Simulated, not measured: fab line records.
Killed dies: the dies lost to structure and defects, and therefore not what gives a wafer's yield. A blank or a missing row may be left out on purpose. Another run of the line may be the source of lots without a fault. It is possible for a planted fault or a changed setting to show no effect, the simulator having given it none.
Which tool is to blame? -- flow n5-finfet -- 24 lots with 72 wafers sampled at 2 steps, on a route of 1938 steps

== WHAT THE GAUGES SHOWED, per wafer ==
N5_BEOL_M0_SAQP_INSPECT_16: inspects for defects (brightfield). Usual: raw-defect-count 489, standard deviation 140.
lot,measured,on,raw-defect-count,flag
L074,day 5 13:33,defect-inspect-02,536 416 370,
L075,day 5 18:04,defect-inspect-02,443 625 529,
L076,day 6 02:38,defect-inspect-01,362 385 301,
L077,day 6 05:27,defect-inspect-01,489 401 341,
L078,day 6 09:58,defect-inspect-02,380 295 468,
L079,day 6 17:28,defect-inspect-01,563 383 503,
L080,day 7 05:44,defect-inspect-01,350 526 507,
L081,day 7 11:20,defect-inspect-02,476 623 438,
L082,day 7 14:26,defect-inspect-01,405 413 371,
L083,day 7 19:28,defect-inspect-02,702 877 739,
L084,day 7 23:28,defect-inspect-02,756 666 366,
L085,day 8 08:14,defect-inspect-01,389 504 409,
L086,day 8 12:13,defect-inspect-02,439 496 416,
L087,day 8 19:03,defect-inspect-02,635 813 449,
L088,day 8 23:02,defect-inspect-02,484 485 456,
L089,day 9 08:29,defect-inspect-02,402 408 397,
L090,day 9 13:01,defect-inspect-02,465 753 885,
L091,day 9 18:40,defect-inspect-01,542 396 338,
L092,day 10 01:43,defect-inspect-02,700 630 869,
L093,day 10 04:23,defect-inspect-02,518 513 496,
L094,day 10 11:41,defect-inspect-02,455 372 477,
L095,day 10 15:28,defect-inspect-01,549 450 519,
L096,day 10 21:20,defect-inspect-01,437 426 504,
L097,day 11 06:19,defect-inspect-01,369 441 353,

== WHAT TOOL EACH LOT RAN ON (gives the tool, then ch and the chambers of the sampled wafers, and finally the start) ==
lot,N5_BEOL_M0_SAQP_PECVD_04
L074,"pecvd-03 ch 0,2, day 5 13:02"
L075,"pecvd-01 ch 0,2, day 5 17:25"
L076,"pecvd-03 ch 0,2, day 6 01:58"
L077,"pecvd-03 ch 1,2, day 6 04:49"
L078,"pecvd-04 ch 0,2, day 6 09:20"
L079,"pecvd-03 ch 0,2, day 6 16:49"
L080,"pecvd-01 ch 0,1, day 7 05:05"
L081,"pecvd-01 ch 0,1,2, day 7 10:42"
L082,"pecvd-01 ch 0,1,2, day 7 13:48"
L083,"pecvd-03 ch 0,1,2, day 7 18:58"
L084,"pecvd-03 ch 0,1,2, day 7 22:55"
L085,"pecvd-01 ch 0,1, day 8 07:36"
L086,"pecvd-01 ch 0,1,2, day 8 11:37"
L087,"pecvd-04 ch 0,1,2, day 8 18:32"
L088,"pecvd-03 ch 0,1, day 8 22:32"
L089,"pecvd-03 ch 0,2, day 9 07:51"
L090,"pecvd-01 ch 0,1, day 9 12:29"
L091,"pecvd-04 ch 0,1,2, day 9 18:09"
L092,"pecvd-03 ch 0,1, day 10 01:04"
L093,"pecvd-03 ch 0,1, day 10 03:44"
L094,"pecvd-03 ch 0,1, day 10 11:08"
L095,"pecvd-04 ch 0,1, day 10 14:50"
L096,"pecvd-03 ch 0,1,2, day 10 20:42"
L097,"pecvd-01 ch 0,1, day 11 05:47"
- N5_BEOL_M0_SAQP_PECVD_04: deposits a-Si from SiH4/He, target thk 60 nm, time 60.2 s.

== AS READ BY THE TOOLS THEMSELVES (means over the sampled wafers that have a number; for cases with no such wafer, the mark the record gives instead) ==
N5_BEOL_M0_SAQP_PECVD_04. Usual: heater-power-w 618 W, standard deviation 65; showerhead-plenum-p-Torr 5.63 Torr, standard deviation 0.057; throttle-valve-pct 18.0 %, standard deviation 0.6.
lot,tool,heater-power-w (W),showerhead-plenum-p-Torr (Torr),throttle-valve-pct (%),flag
L074,pecvd-03,537,5.68,18.4,
L075,pecvd-01,565,5.57,18.4,
L076,pecvd-03,589,5.68,18.1,
L077,pecvd-03,658,5.66,17.6,
L078,pecvd-04,614,5.71,17.3,
L079,pecvd-03,603,5.67,18.1,
L080,pecvd-01,593,5.56,18.2,
L081,pecvd-01,633,5.59,18.1,
L082,pecvd-01,589,5.59,18.0,
L083,pecvd-03,615,5.66,18.1,
L084,pecvd-03,636,5.66,18.2,
L085,pecvd-01,593,5.58,17.9,
L086,pecvd-01,622,5.57,18.2,
L087,pecvd-04,625,5.65,17.1,
L088,pecvd-03,657,5.65,18.1,
L089,pecvd-03,584,5.67,18.2,
L090,pecvd-01,614,5.54,18.2,
L091,pecvd-04,615,5.64,17.2,
L092,pecvd-03,616,5.66,18.4,
L093,pecvd-03,693,5.66,18.3,
L094,pecvd-03,647,5.66,18.1,
L095,pecvd-04,618,5.64,17.4,
L096,pecvd-03,626,5.66,17.7,
L097,pecvd-01,624,5.57,18.0,

== THE ANSWER, worked out from the rows above alone ==
Rule: a lot is off if the mean of its wafers that have a number lies more than 3 standard deviations from the usual mean. A lot without any number at a reading at which 4 lots or more have one is off too. Any other lot the step has rows for is counted as sound. Order of review: gauges by route order, followed by the tools' own readings, for which a lot's mean as printed above is used. The first step at which some lot is off is used, and at that step the reading that is off furthest; a lot without a number counts as furthest.
No lot is off at any reading shown: from this, nothing can be told.

== WHAT THE SIMULATOR HAD INSERTED ==
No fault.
